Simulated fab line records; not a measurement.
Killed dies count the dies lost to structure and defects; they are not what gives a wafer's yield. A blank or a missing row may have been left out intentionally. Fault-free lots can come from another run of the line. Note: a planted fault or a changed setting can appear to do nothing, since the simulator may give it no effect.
Which tool did it?	flow n5Finfet	8 lots with 24 wafers sampled at 6 steps, on a route of 1938 steps

## WHAT EACH GAUGE READ, for each wafer
N5_SD_EPI_N_CD_MEAS_09: the cd target is 120 nm.
lot	measured	on	cdNm (nm)
L628	day 3 10:58	cdSem-03	120.0 121.1 119.9
L633	day 4 13:59	cdSem-03	119.9 120.4 120.1
L634	day 5 00:02	cdSem-02	119.8 119.7 119.1
L636	day 5 07:46	cdSem-03	120.2 120.2 120.6
L638	day 5 20:03	cdSem-01	112.4 112.1 111.9
L641	day 6 15:57	cdSem-01	115.2 114.5 115.7
L643	day 7 02:49	cdSem-03	120.5 120.0 120.2
L648	day 8 07:00	cdSem-02	120.1 119.6 120.2

N5_BEOL_M4_RC_MEAS_101.
lot	measured	on	DIBL_N (mV/V)	DIBL_P (mV/V)	IOFF_N (nA/um)	IOFF_P (nA/um)	ION_N (uA/um)	ION_P (uA/um)	SS_N (mV/dec)	SS_P (mV/dec)	VT_N (mV)	VT_P (mV)
L628	day 8 08:17	prober-01	36.1 35.8 37.7	35.6 36.2 38.1	0.155 0.145 0.185	0.203 0.211 0.249	683 671 689	462 461 471	71.5 70.9 71.6	72.9 72.7 73.9	248.2 248.5 246.0	-249.9 -250.4 -247.5
L633	day 9 12:39	prober-02	36.5 37.4 37.1	35.8 37.8 37.4	0.158 0.188 0.198	0.203 0.239 0.240	669 675 683	459 459 466	71.6 71.5 71.6	73.5 73.4 74.4	249.0 248.5 248.4	-249.5 -247.8 -247.9
L634	day 9 19:53	prober-01	34.3 35.1 35.0	34.7 35.5 35.4	0.129 0.140 0.140	0.158 0.175 0.171	664 679 663	450 461 454	71.2 71.3 71.4	73.6 73.3 73.3	252.9 248.6 249.8	-256.2 -252.5 -253.8
L636	day 9 20:49	prober-01	33.8 35.2 34.6	34.7 36.6 35.9	0.146 0.172 0.155	0.179 0.209 0.190	678 687 675	463 463 458	72.2 71.7 71.3	72.4 73.4 72.8	247.6 244.4 248.9	-253.7 -249.4 -251.1
L638	day 10 12:09	prober-02	36.7 36.9 37.4	38.7 38.6 39.4	0.170 0.179 0.188	0.229 0.226 0.234	685 669 687	459 464 466	72.1 71.8 71.5	74.3 73.7 73.6	249.1 248.4 246.8	-248.1 -250.7 -248.6
L641	day 11 15:14	prober-02	36.4 37.0 35.9	35.7 36.8 36.1	0.165 0.178 0.161	0.181 0.193 0.187	666 674 671	457 456 455	72.0 71.8 70.9	73.6 74.2 73.5	247.4 249.3 249.5	-253.8 -253.1 -253.2
L643	day 11 16:43	prober-01	36.9 38.1 38.1	35.3 37.1 36.7	0.150 0.188 0.179	0.187 0.223 0.210	673 676 674	460 454 464	70.5 71.6 71.6	72.4 73.1 73.3	250.0 248.3 246.3	-250.0 -248.1 -252.6
L648	day 12 20:45	prober-02	34.3 35.8 36.0	35.7 36.9 37.6	0.117 0.135 0.138	0.192 0.214 0.222	663 666 673	461 463 467	71.9 71.0 71.6	72.9 73.7 73.1	254.1 254.6 254.9	-252.3 -249.9 -250.0

## EACH LOT AND THE TOOL THAT RAN IT (in order: tool; ch and the chambers of the sampled wafers; start)
lot	N5_DUMMY_GATE_HM_OPEN_21	N5_SPACER0_ALD_00	N5_SD_EPI_N_EXPOSE_06	N5_SD_EPI_N_DESCUM_14
L628	rieDiel-02 ch 0,3, day 3 07:44	aldSin-03 ch 1,3, day 3 10:09	arfiScanner-02 ch 0, day 3 10:50	rieDiel-01 ch 0,2, day 3 11:03
L633	rieDiel-06 ch 0,1, day 4 12:18	aldSin-04 ch 0,2,3, day 4 13:11	arfiScanner-03 ch 0, day 4 13:52	rieDiel-05 ch 1,2,3, day 4 14:39
L634	rieDiel-06 ch 2,3, day 4 19:53	aldSin-03 ch 0,1,3, day 4 23:14	arfiScanner-02 ch 0, day 4 23:55	rieDiel-05 ch 1,2,3, day 5 00:18
L636	rieDiel-06 ch 0,2, day 5 06:07	aldSin-04 ch 2,3, day 5 06:58	arfiScanner-02 ch 0, day 5 07:39	rieDiel-04 ch 0,2, day 5 08:01
L638	rieDiel-03 ch 1,2, day 5 18:31	aldSin-04 ch 0,2, day 5 19:22	arfiScanner-02 ch 0, day 5 19:56	rieDiel-04 ch 0,2, day 5 21:29
L641	rieDiel-06 ch 2,3, day 6 13:45	aldSin-03 ch 0,3, day 6 15:08	arfiScanner-02 ch 0, day 6 15:50	rieDiel-05 ch 0,1,2, day 6 16:02
L643	rieDiel-06 ch 0,3, day 7 01:02	aldSin-02 ch 0,1,3, day 7 02:00	arfiScanner-03 ch 0, day 7 02:41	rieDiel-05 ch 0,1,2, day 7 02:54
L648	rieDiel-02 ch 0,1,2, day 8 05:28	aldSin-03 ch 2,3, day 8 06:19	arfiScanner-01 ch 0, day 8 06:53	rieDiel-04 ch 1,3, day 8 07:45
- N5_DUMMY_GATE_HM_OPEN_21: chemistry CH3F/O2, target SiNx, target depth 120 nm, time 171.4 s.
- N5_SPACER0_ALD_00: deposits SiOCN, target thk 3.5 nm, pulse time 3 s, purge time 2 s.
- N5_SD_EPI_N_EXPOSE_06: exposes mask SD N BLK, target cd 120 nm.
- N5_SD_EPI_N_DESCUM_14: chemistry O2, time 7.9 s.

## AS READ BY THE TOOLS THEMSELVES (means over the sampled wafers that have a number; for cases with no such wafer, the mark the record gives instead)
N5_DUMMY_GATE_HM_OPEN_21.
lot	tool	O2_flow_sccm (sccm)	drypumpMotorCurrentA (A)	mfcArSccm (sccm)	oesProductAu (a.u.)	rfVppV (V)	showerheadPlenumPTorr (Torr)	throttleValvePct (%)
L628	rieDiel-02	22.98	5.9	149.8	0.82	301	2.07	16.28
L633	rieDiel-06	23.07	6.1	149.8	0.68	296	2.05	16.57
L634	rieDiel-06	22.95	5.4	150.3	0.92	302	2.09	16.25
L636	rieDiel-06	22.95	5.5	150.6	0.85	302	2.05	16.43
L638	rieDiel-03	22.98	5.7	150.0	0.76	299	2.06	16.59
L641	rieDiel-06	22.99	5.7	150.0	0.86	298	2.11	16.21
L643	rieDiel-06	22.98	5.9	149.7	0.79	294	2.09	16.31
L648	rieDiel-02	23.03	6.1	150.3	0.78	301	2.05	16.38

N5_SPACER0_ALD_00.
lot	tool	heaterPowerW (W)	precursorPulseHeightRel
L628	aldSin-03	948	1.001
L633	aldSin-04	828	1.001
L634	aldSin-03	874	0.989
L636	aldSin-04	778	0.996
L638	aldSin-04	770	1.001
L641	aldSin-03	914	0.985
L643	aldSin-02	835	1.002
L648	aldSin-03	945	0.999

N5_SD_EPI_N_EXPOSE_06.
lot	tool	exposureDoseMJCm2
L628	arfiScanner-02	39.70
L633	arfiScanner-03	39.74
L634	arfiScanner-02	39.71
L636	arfiScanner-02	39.76
L638	arfiScanner-02	36.05
L641	arfiScanner-02	36.85
L643	arfiScanner-03	39.71
L648	arfiScanner-01	39.78

N5_SD_EPI_N_DESCUM_14.
lot	tool	drypumpMotorCurrentA (A)	oesProductAu (a.u.)	rfVppV (V)	showerheadPlenumPTorr (Torr)	throttleValvePct (%)
L628	rieDiel-01	6.2	0.80	243.6	2.10	20.50
L633	rieDiel-05	6.1	0.78	244.8	2.16	20.44
L634	rieDiel-05	6.1	0.78	243.8	2.16	20.44
L636	rieDiel-04	6.3	0.72	242.7	2.05	20.20
L638	rieDiel-04	6.0	0.70	243.4	2.10	20.18
L641	rieDiel-05	6.2	0.78	243.1	2.10	20.35
L643	rieDiel-05	6.2	0.77	243.1	2.09	20.37
L648	rieDiel-04	5.7	0.74	243.9	2.14	20.32

## THE ANSWER, worked out from the rows above alone
Rule: the lots themselves supply what counts as usual. Put in order of their means at a reading, lots are off if they are a third of the lots or fewer, leave a main group of 4 or more, and stand apart from it by a gap of 3 or more times the standard deviation of the main group's means; of several such gaps the widest counts. Not used: any main group whose means are identical at the precision the tables above print for the reading. Also off: a lot with no number at a reading for which 4 or more lots have one. All remaining lots with rows at the step are treated as sound. The gauges are gone through in route order, then the tools' own readings, and for those a lot's mean is taken as printed above. At the first step where some lot is off, the reading lying furthest off is the one used; lots without a number count as furthest.
Off, at N5_SD_EPI_N_CD_MEAS_09 on cdNm: L638, L641. For the main group the mean is 120.1 nm and the standard deviation 0.28.
If a tool, at a process step before that reading, ran all the lots that are off and no sound lot after the first of them, it fits. Not tried: the gauges at N5_SD_EPI_N_CD_MEAS_09; whatever is off there is also off at N5_SD_EPI_N_EXPOSE_06, on other tools, and gauge error can't account for it. One fits: arfiScanner-02 at N5_SD_EPI_N_EXPOSE_06. Its last sound lot is L636 (day 5 07:39), its first lot that is off L638 (day 5 19:56): a fault that began between those two fits.
On the lots that are off, the tool's own readings at N5_SD_EPI_N_EXPOSE_06 differ by more than 5 times the standard deviation of the sound lots' means, which bears it out; exposureDoseMJCm2 reads 36.45 there versus 39.73 on the sound lots.

## WHAT THE SIMULATOR HAD PUT IN
Drift in process parameters on arfiScanner-02 at N5_SD_EPI_N_EXPOSE_06, starting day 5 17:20. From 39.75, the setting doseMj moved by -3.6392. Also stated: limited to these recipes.
Lots struck among those shown: L638, L641. Same finding as the rule above.
